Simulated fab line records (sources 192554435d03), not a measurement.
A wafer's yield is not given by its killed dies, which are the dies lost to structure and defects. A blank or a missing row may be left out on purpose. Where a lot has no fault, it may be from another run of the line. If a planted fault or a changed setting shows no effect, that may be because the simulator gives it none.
A lot that was struck, set against a sound lot    flow n5-finfet    30 steps out of a route of 1938
Sound: the wafers L333.2, L333.5, L333.6. Wafers L329.1, L329.3, L329.6 were the ones struck. The cause is given at the end.
For every step that has rows: the tool of each side, followed by ch and its chambers, followed by its first start. Under that, the readings that differ: sound wafers    struck wafers    difference of the means    sigmas: that difference in standard deviations of wafers without a fault.
alike: readings whose means differ by less than 2 such deviations, and words and numbers that are the same on both sides. not compared: withheld readings, readings that some wafer has no value for, bounds like >300 that may hide the same value, and numbers for which the record gives no deviation and whose values overlap.
The two part at a step that has a row with sigmas, a row that says differs or no value, or rows on one side only. Numbers that have no deviation but don't overlap get no sigmas and don't part them. Lack of a reading on every wafer of one side parts them only where that side has two or more wafers.

first, 11 steps without rows for these wafers: N5_GATE_CUT_ETCH_56 (etches TiN in Cl2/Ar, target depth 21.6 nm); N5_GATE_CUT_ETCHBACK_30 (etches TiN in Cl2/Ar, target depth 3 nm); N5_GATE_CUT_VAPOR_ETCH_60 (etches HfO2 in BCl3/Cl2); N5_GATE_CUT_ETCH_58 (etches SiNx in CH3F/O2, target depth 17 nm, time 128.6 s); N5_GATE_CUT_STRIP_59 (strips in N2/H2, time 20 s); N5_GATE_CUT_PRECLEAN_31 (cleans in DIW, time 300 s); N5_GATE_CUT_SRD_32 (time 30 s); N5_GATE_CUT_SAC_CAP_01 (material SiNx, target thk 24 nm, pulse time 1 s, ald cycles 480); N5_GATE_CUT_PECVD_57 (deposits SiNx from SiH4/NH3/N2, target thk 21 nm); N5_GATE_CUT_CMP_02 (polishes, stops on SiO2, t overpolish 12.7 s, target thk 0 nm); N5_GATE_CUT_HM_DEP_46 (deposits SiO2 from TEOS/O2, target thk 130 nm, time 26.6 s).
N5_GATE_CUT_COAT_34: time 60 s, resist thk 60 nm.
  sound on litho-track-03 ch 0, day 10 07:00; struck on litho-track-02 ch 0, day 8 22:37
reading                                    sound                 struck                difference  sigmas
spin-speed-rpm (rpm)                       1500.8 1497.6 1499.3  1594.2 1593.2 1595.2  +95.0       +95
model.SOC_of_GATE_CUT_COAT_34.thk-nm (nm)  60.2 60.6 60.4        58.2 58.4 58.2        -2.1        
  alike: heater-power-total-W
then, 11 steps without rows for these wafers: N5_GATE_CUT_COAT_35 (time 60 s, resist thk 10 nm); N5_GATE_CUT_COAT_27 (time 60 s, resist thk 10 nm); N5_GATE_CUT_COAT_07 (resist thk 30 nm); N5_GATE_CUT_EBR_09; N5_GATE_CUT_SOFTBAKE_08 (time 60 s); N5_GATE_CUT_EXPOSE_10 (exposes mask GATE CUT, target cd 20 nm); N5_GATE_CUT_PEB_11 (peb time 60 s); N5_GATE_CUT_DEVELOP_12 (develop time 30 s); N5_GATE_CUT_DESCUM_18 (chemistry O2, time 7 s); N5_GATE_CUT_ETCH_28 (etches underlayer in N2/H2, target depth 13 nm, time 10.4 s); N5_GATE_CUT_ETCH_36 (etches SiARC in CF4, target depth 13 nm, time 21.7 s).
N5_GATE_CUT_ETCH_37: etches SOC in N2/H2, target depth 60 nm, overetch 12 nm, time 90 s.
  sound on rie-diel-02 ch 0,1,3, day 10 08:01; struck on rie-diel-02 ch 0,1,3, day 8 23:05
reading                   sound              struck             difference  sigmas
model.etch.depth-nm (nm)  60.23 60.54 60.36  58.15 58.44 58.25  -2.10       
  alike: bias-w, drypump-motor-current-A, oes-product-au, rf-fwd-power-W, rf-vpp-V, showerhead-plenum-p-Torr, throttle-valve-pct
  not compared: rf-hours-counter-h
then, 2 steps without rows for these wafers: N5_GATE_CUT_STRIP_38 (strips in N2/H2); N5_GATE_CUT_STRIP_39 (strips in N2/H2).
N5_GATE_CUT_HM_OPEN_40: chemistry C4F6/O2, target SiO2, target depth 139 nm, time 85.1 s.
  sound on rie-diel-02 ch 0,1,3, day 10 08:06; struck on rie-diel-02 ch 0,1,3, day 8 23:10
reading                                    sound         struck      difference  sigmas
model.SOC_of_GATE_CUT_COAT_34.thk-nm (nm)  33.6 32.8 33  32 32 31.4  -1          
  alike: bias-w, drypump-motor-current-A, etch-rf-on-time-s, oes-product-au, rf-fwd-power-W, rf-vpp-V, showerhead-plenum-p-Torr, throttle-valve-pct
  not compared: rf-hours-counter-h
then, 1 step without rows for these wafers: N5_GATE_CUT_STRIP_41 (strips in CF4).
-- the record jumps here: 4 days lie between the struck wafers' starts before and after (it left off in module GATE_CUT and takes up again in module BEOL_M4, whose first step shown is number 1111 of the route) --
N5_BEOL_M4_RC_MEAS_101:
  sound on prober-01 ch 0, day 15 05:52; struck on prober-01 ch 0, day 12 17:19
reading    sound           struck          difference  sigmas
VT_P (mV)  -243 -245 -248  -254 -250 -252  -7          -2
  alike: DIBL_N, DIBL_P, IOFF_N, IOFF_P, ION_N, ION_P, SS_N, SS_P, VT_N
-- a jump in the record: the struck wafers' starts before and after are 4 days apart (it breaks off in module BEOL_M4 and resumes in module PASSIVATION, where the first step shown is number 1936 of the route) --
N5_PASSIVATION_PROBE_49:
  the record has rows for the struck wafers here (prober-01, day 16 21:00) and none for the sound ones

WHERE THEY PART
Last at N5_PASSIVATION_PROBE_49 as far as this record goes, first at N5_GATE_CUT_COAT_34.

WHY: what had been put in by the simulator
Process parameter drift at N5_GATE_CUT_COAT_34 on litho-track-02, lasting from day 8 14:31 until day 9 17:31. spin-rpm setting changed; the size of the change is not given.
